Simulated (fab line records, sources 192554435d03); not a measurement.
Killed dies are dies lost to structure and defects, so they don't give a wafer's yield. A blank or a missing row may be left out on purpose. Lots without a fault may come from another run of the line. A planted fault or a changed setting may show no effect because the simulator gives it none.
Chamber matching | flow n5_finfet | N5_ILD0_ALD_15 on ald_sin-04: 4 sister chambers
The step deposits SiNx, target thk 24 nm, pulse time 1 s, ald cycles 480. 27 wafers are shown with their chamber, then 12 later ones without.

WAFERS WITH THEIR CHAMBER
wafer  | chamber | heater_power_w (W) | precursor_pulse_height_rel
L074.1 | 1       | 825                | 0.976
L074.2 | 2       | 886                | 0.987
L074.6 | 2       | 829                | 0.960
L078.1 | 0       | 802                | 1.029
L078.2 | 1       | 819                | 1.015
L078.5 | 2       | 865                | 0.997
L081.3 | 3       | 706                | 1.001
L081.4 | 2       | 870                | 0.996
L081.5 | 1       | 820                | 1.004
L082.1 | 0       | 825                | 0.986
L082.3 | 2       | 858                | 1.031
L082.4 | 1       | 805                | 1.008
L083.4 | 0       | 819                | 1.004
L083.5 | 0       | 812                | 0.990
L083.6 | 3       | 729                | 1.011
L087.1 | 0       | 822                | 0.956
L087.3 | 3       | 702                | 0.985
L087.6 | 3       | 715                | 1.006
L089.3 | 0       | 833                | 1.033
L089.4 | 1       | 808                | 0.981
L089.5 | 1       | 811                | 1.021
L090.2 | 2       | 867                | 1.018
L090.5 | 2       | 863                | 1.029
L090.6 | 3       | 716                | 1.007
L092.2 | 3       | 706                | 0.980
L092.3 | 1       | 822                | 1.019
L092.4 | 3       | 723                | 0.968

SIGNATURES (means of the wafers above)
reading                    | chamber 0 | chamber 1 | chamber 2 | chamber 3 | scatter within a chamber
heater_power_w             | 818.83    | 815.71    | 862.57    | 713.86    | 12
precursor_pulse_height_rel | 0.99967   | 1.00343   | 1.00257   | 0.99400   | 0.0225
Rule: a wafer's distance from a chamber is the root of the sum, over the readings, of the square of ((its reading less the chamber's mean) divided by the reading's scatter). The wafer belongs to the nearest chamber; if the next one is less than 2 further off, it can't be placed. The scatter: the root of (the sum of the squares of (reading less its chamber's mean) over the shown wafers, divided by (wafers less chambers)).

WAFERS WITHOUT THEIR CHAMBER
wafer  | heater_power_w (W) | precursor_pulse_height_rel
L093.1 | 724                | 0.992
L093.2 | 810                | 1.011
L093.3 | 813                | 1.008
L093.4 | 822                | 0.988
L093.5 | 723                | 1.001
L093.6 | 813                | 1.013
L095.4 | 821                | 1.006
L095.5 | 807                | 0.977
L095.6 | 868                | 1.014
L096.2 | 798                | 0.953
L096.3 | 812                | 1.014
L096.6 | 706                | 0.994

WHICH CHAMBER EACH WENT THROUGH
wafer  | from the rows above     | in truth
L093.1 | 3                       | 3
L093.2 | can't be placed: 1 or 0 | 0
L093.3 | can't be placed: 1 or 0 | 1
L093.4 | can't be placed: 0 or 1 | 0
L093.5 | 3                       | 3
L093.6 | can't be placed: 1 or 0 | 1
L095.4 | can't be placed: 0 or 1 | 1
L095.5 | can't be placed: 1 or 0 | 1
L095.6 | 2                       | 2
L096.2 | can't be placed: 1 or 0 | 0
L096.3 | can't be placed: 1 or 0 | 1
L096.6 | 3                       | 3
Placed correctly: 4 of 12. Can't be placed from these rows: 8 (the true chamber is among the candidates in 8). Placed wrongly: 0.
